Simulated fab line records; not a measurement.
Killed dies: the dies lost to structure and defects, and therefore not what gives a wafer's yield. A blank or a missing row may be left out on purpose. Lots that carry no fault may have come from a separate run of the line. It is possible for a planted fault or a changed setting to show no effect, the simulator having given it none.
fab line records	flow n5Finfet	part 2 of 2: steps 15 to 24 of 24
record: lots: 5	wafers: 15	lastDay: 15
route steps=1938 shown GATE_CUT@492
lots with no fault: from the same line, run without faults
startH: start of the lot's first displayed wafer, in hours after the record's first day	waitH: hours since the lot's step before	" the same as in the row above	L1.1+2: several wafers, shown together as one row	- either no value or no given start	* or withheld: withheld	< > ~ a bound
route shown NAME@n: a module of which the file shows steps, and the number in the route of the first	usual: mean and standard deviation over wafers with no fault	same: alike in all rows	chamber/n: place in a boat	sites: per-site readings	_std_site: how widely they spread, as a standard deviation	_edge_site: the outer-site mean with the inner-site mean subtracted	radiusMm: how far each site lies from the wafer's centre	mask NAME#n: copy n	behind: the last tool/chamber to shape the wafer	hold: cause of the lot's hold/its duration in hours/its outcome	device: whichever transistor did not switch (one of n, p or np)	end of line: the same wafers' tests at the end of the route	for a step that has no rows: nothing shown but its recipe	killed: dies lost to structure and defects at the first sort, not the wafer's yield	map: a wafer's dies, marking killed ones x, the rest . and places with no die _
set.NAME: the setting that was run; set.NAME@STEP: the one run at that earlier step	model.NAME: the simulator's own value behind a step, which no gauge read
lots seen at some steps along the route; tables by step, rows by wafer
services: the hour from which a tool's chamber was out of use, counted from the record's first day as startH (under 0 if before that day), plus the number of hours and why
== steps ==
step: N5_GATE_CUT_VAPOR_ETCH_51
recipe: chemistry: BCl3/Cl2	target: HfO2	mode: isotropic
usual: drypumpMotorCurrentA: 5.8/0.4	oesProductAu: 0.73/0.13
lot.wafer	tool	chamber	startH	waitH	drypumpMotorCurrentA	oesProductAu
L076.1	rieMetal-01	1	98.37	0.0	5.7	0.60
L076.2	"	0	"	"	6.0	0.63
L076.4	"	0	"	"	6.0	0.64
L077.2	rieMetal-03	1	102.24	0.0	5.2	0.78
L077.3	"	1	"	"	5.1	0.79
L077.6	"	0	"	"	6.6	0.67
L078.1	rieMetal-03	1	108.94	0.0	5.2	0.79
L078.3	"	1	"	"	5.2	0.79
L078.4	"	0	"	"	6.6	0.66
L088.1	rieMetal-03	0	171.17	0.0	6.6	0.65
L088.3	"	1	"	"	5.2	0.77
L088.5	"	0	"	"	6.6	0.65
L089.4	rieMetal-02	1	173.20	0.0	5.7	0.99
L089.5	"	1	"	"	5.8	1.00
L089.6	"	0	"	"	5.6	0.71
step: N5_GATE_CUT_STRIP_21
recipe: chemistry: N2/H2	timeS: 30	powerW: 1000	tempC: 250	pressureMtorr: withheld	n2FlowSccm: 1750	h2FlowSccm: 3250
usual: drypumpMotorCurrentA: 5.87/0.23	heaterPowerW: 362/38
lot.wafer	tool	chamber	startH	waitH	drypumpMotorCurrentA	heaterPowerW	rfHoursCounterH
L076.1	plasmaAsher-01	0	98.42	0.0	6.29	399	42
L076.2	"	1	"	"	5.74	352	42
L076.4	"	1	"	"	5.75	349	-
L077.2	plasmaAsher-01	1	102.29	0.0	5.75	351	43
L077.3	"	1	"	"	5.76	341	-
L077.6	"	0	"	"	6.24	386	-
L078.1	plasmaAsher-01	1	108.99	0.0	5.76	347	44
L078.3	"	1	"	"	5.76	356	-
L078.4	"	0	"	"	6.25	399	-
L088.1	plasmaAsher-02	1	171.22	0.0	5.63	389	109
L088.3	"	1	"	"	5.64	389	-
L088.5	"	0	"	"	5.86	308	-
L089.4	plasmaAsher-01	1	173.27	0.1	5.75	349	-
L089.5	"	1	"	"	5.77	347	-
L089.6	"	0	"	"	6.25	397	-
step: N5_GATE_CUT_STRIP_29
recipe: chemistry: postEtchResidueRemover	timeS: 60	tempC: 25	removerPh: withheld	removerWaterWtPct: withheld	removerFluorideWtPct: withheld
lot.wafer	tool	chamber	startH	waitH
L076.1+2+4	wetBench-03	3,4,0	98.50	0.1
L077.2+3+6	wetBench-03	4,0,5	102.38	0.1
L078.1+3+4	wetBench-06	7,6,4	109.08	0.1
L088.1+3+5	wetBench-05	4,3,6	171.32	0.1
L089.4+5+6	wetBench-06	7,0,5	173.34	0.1
step: N5_GATE_CUT_SRD_52
recipe: dry: ipaMarangoni	timeS: 30	tempC: 23	rinseLiquid: diw
lot.wafer	tool	chamber	startH	waitH
L076.1+2+4	wetBench-03	3,4,0	98.52	0.0
L077.2+3+6	wetBench-03	4,0,5	102.40	0.0
L078.1+3+4	wetBench-06	7,6,4	109.10	0.0
L088.1+3+5	wetBench-05	4,3,6	171.33	0.0
L089.4+5+6	wetBench-06	7,0,5	173.36	0.0
step: N5_GATE_CUT_ALD_22
recipe: material: SiNx	targetThkA: 160	tempC: 400	aldPrecursorFamily: SiH2I2	aldCoReactant: N2/H2-plasma	pulseTimeS: 1	aldCycles: 320	purgeTimeS: 2	coReactantPurgeTimeS: 2	pressureTorr: 2
usual: heaterPowerOuterW: 504/63	heaterPowerW: 812/70	precursorPulseHeightRel: 1.000/0.02
same: coReactantPurgeTimeS: 2
lot.wafer	tool	chamber	startH	waitH	heaterPowerOuterW	heaterPowerW	precursorPulseHeightRel
L076.1	aldSin-01	3	98.72	0.2	458	786	1.007
L076.2	"	0	"	"	438	779	1.000
L076.4	"	2	"	"	427	717	1.004
L077.2	aldSin-04	3	102.48	0.1	567	903	0.994
L077.3	"	2	"	"	534	886	1.016
L077.6	"	2	"	"	534	892	0.965
L078.1	aldSin-02	1	109.14	0.0	463	712	0.978
L078.3	"	2	"	"	408	719	0.995
L078.4	"	3	"	"	487	791	0.980
L088.1	aldSin-01	0	171.38	0.0	445	779	0.990
L088.3	"	2	"	"	439	694	1.015
L088.5	"	1	"	"	536	882	1.010
L089.4	aldSin-01	1	173.41	0.0	547	863	0.984
L089.5	"	1	"	"	546	863	0.985
L089.6	"	2	"	"	427	717	0.967
step: N5_GATE_CUT_CMP_23
recipe: stopOn: SiO2	tOverpolishS: 23.4	postCmpClean: alkalineBrush	downForcePsi: 2.5	platenRpm: 51.8	padVelocityMS: 1.0307	targetThkNm: 16
usual: motorCurrentA: 9.6/0.7	overpolishRunS: 23.401/0.0092	padLifeWafers: 887/680	timeToEndpointS: 18/3
lot.wafer	tool	chamber	startH	waitH	motorCurrentA	overpolishRunS	padLifeWafers	timeToEndpointS
L076.1	cmp-04	3	100.21	0.8	9.9	23.394	162	15
L076.4	"	1	"	"	10.1	23.390	164	16
L076.2	"	2	"	"	8.5	23.401	165	16
L077.3	cmp-04	3	103.97	0.8	10.0	23.404	198	14
L077.2	"	1	"	"	11.0	23.407	200	14
L077.6	"	3	"	"	9.9	23.414	-	14
L078.3	cmp-02	1	110.63	0.8	10.7	23.374	1854	20
L078.1	"	2	"	"	9.4	23.401	1855	19
L078.4	"	3	"	"	9.7	23.386	1856	18
L088.1	cmp-04	0	173.07	1.0	9.4	23.397	704	20
L088.3	"	1	"	"	10.6	23.378	705	20
L088.5	"	3	"	"	9.6	23.393	-	19
L089.4	cmp-04	0	175.15	1.0	9.9	23.396	752	22
L089.5	"	2	"	"	9.2	23.410	-	21
L089.6	"	3	"	"	10.1	23.394	-	19
step: N5_GATE_CUT_THK_MEAS_24
recipe: reads: SiO2_of_GATE_CUT_HM_DEP_46+SiO2_flowable_of_ILD0_FCVD_FILL_01
usual: GC_FILL_THK: 221.7/2.4
lot.wafer	tool	chamber	startH	waitH	GC_FILL_THK[nm]
L076.1	filmMetro-02	-	100.50	-	218.7
L076.2	"	-	"	"	223.6
L076.4	"	-	"	"	225.3
L077.2	filmMetro-01	-	104.27	-	223.7
L077.3	"	-	"	"	224.8
L077.6	"	-	"	"	227.4
L078.1	filmMetro-02	-	110.93	-	217.7
L078.3	"	-	"	"	218.8
L078.4	"	-	"	"	219.9
L088.1	filmMetro-02	-	173.29	-	223.9
L088.3	"	-	"	"	222.8
L088.5	"	-	"	"	220.9
L089.4	filmMetro-01	-	175.37	-	223.6
L089.5	"	-	"	"	220.5
L089.6	"	-	"	"	224.0
step: N5_GATE_CUT_CMP_43
recipe: material: SiO2	postCmpClean: rinseOnly
usual: motorCurrentA: 12.2/1.4	padLifeWafers: 1113/680
lot.wafer	tool	chamber	startH	waitH	motorCurrentA	padLifeWafers
L076.2	cmp-01	2	100.61	0.1	9.5	1447
L076.1	"	3	"	"	13.1	1448
L076.4	"	0	"	"	10.8	1449
L077.2	cmp-02	0	104.30	0.0	13.6	1806
L077.3	"	2	"	"	12.8	1808
L077.6	"	1	"	"	13.5	-
L078.4	cmp-02	1	111.04	0.1	13.5	1861
L078.3	"	2	"	"	12.6	1862
L078.1	"	3	"	"	12.9	1863
L088.3	cmp-04	2	173.51	0.2	11.9	714
L088.1	"	1	"	"	12.7	717
L088.5	"	2	"	"	12.0	-
L089.4	cmp-04	1	175.77	0.4	13.0	765
L089.5	"	2	"	"	12.5	-
L089.6	"	3	"	"	13.1	-
step: N5_GATE_CUT_CMP_61
recipe: stopOn: SiNx	tOverpolishS: 3	postCmpClean: alkalineBrush	downForcePsi: 4	platenRpm: 27.09	padVelocityMS: 0.539
usual: motorCurrentA: 12.2/1.3	padLifeWafers: 1119/680
lot.wafer	tool	chamber	startH	waitH	motorCurrentA	padLifeWafers
L076.2	cmp-01	2	101.04	0.3	9.6	1453
L076.1	"	3	"	"	12.9	1454
L076.4	"	0	"	"	10.5	1455
L077.2	cmp-02	0	104.78	0.4	13.3	1812
L077.3	"	2	"	"	12.5	1814
L077.6	"	1	"	"	13.7	-
L078.4	cmp-02	1	111.47	0.3	12.9	1867
L078.3	"	2	"	"	13.3	1868
L078.1	"	3	"	"	13.4	1869
L088.3	cmp-04	2	173.99	0.4	11.6	720
L088.1	"	1	"	"	13.6	723
L088.5	"	2	"	"	12.1	-
L089.4	cmp-04	1	176.10	0.2	13.8	771
L089.5	"	2	"	"	11.8	-
L089.6	"	3	"	"	13.1	-
step: N5_GATE_CUT_INSPECT_26
recipe: inspectInstrument: darkfield	mode: postCmp
usual: rawDefectCount: 37/16
lot.wafer	tool	chamber	startH	waitH	rawDefectCount
L076.1	defectInspect-01	-	101.24	0.0	55
L076.2	"	-	"	"	32
L076.4	"	-	"	"	56
L077.2	defectInspect-01	-	105.01	0.0	33
L077.3	"	-	"	"	28
L077.6	"	-	"	"	53
L078.1	defectInspect-02	-	111.67	0.0	51
L078.3	"	-	"	"	42
L078.4	"	-	"	"	50
L088.1	defectInspect-01	-	174.22	0.0	32
L088.3	"	-	"	"	33
L088.5	"	-	"	"	53
L089.4	defectInspect-02	-	176.24	0.0	18
L089.5	"	-	"	"	21
L089.6	"	-	"	"	21
== services ==
tool	chamber	startH	hours	kind
cmp-04	-	73.99	4.0	pm
cmp-04	-	77.99	-	consumableReplace:conditioner
rieDiel-04	-	80.54	0.8	repair
cmp-01	-	83.41	2.2	repair
aldSin-04	2	85.27	1.7	repair
cmp-04	-	92.17	0.3	repair
aldSin-01	0	94.74	3.5	repair
cmp-04	-	102.73	0.4	repair
aldSin-02	-	107.56	0.9	repair
rieDiel-06	2	117.44	3.9	repair
cmp-02	-	124.87	2.1	repair
rieDiel-06	3	129.47	5.2	repair
plasmaAsher-01	-	130.09	2.9	repair
plasmaAsher-02	-	135.14	1.9	repair
cmp-01	-	137.81	0.4	repair
cmp-02	-	150.66	4.0	pm
cmp-04	-	150.99	3.7	pm
rieDiel-06	1	155.83	-	clean
rieDiel-06	1	155.83	-	consumableReplace:focusRing
rieDiel-06	1	155.83	41.8	scheduledDown
rieDiel-06	1	155.83	41.8	ventCycle
cmp-02	-	167.63	0.6	repair
cmp-02	-	169.84	37.3	repair
cmp-01	-	172.71	4.0	pm
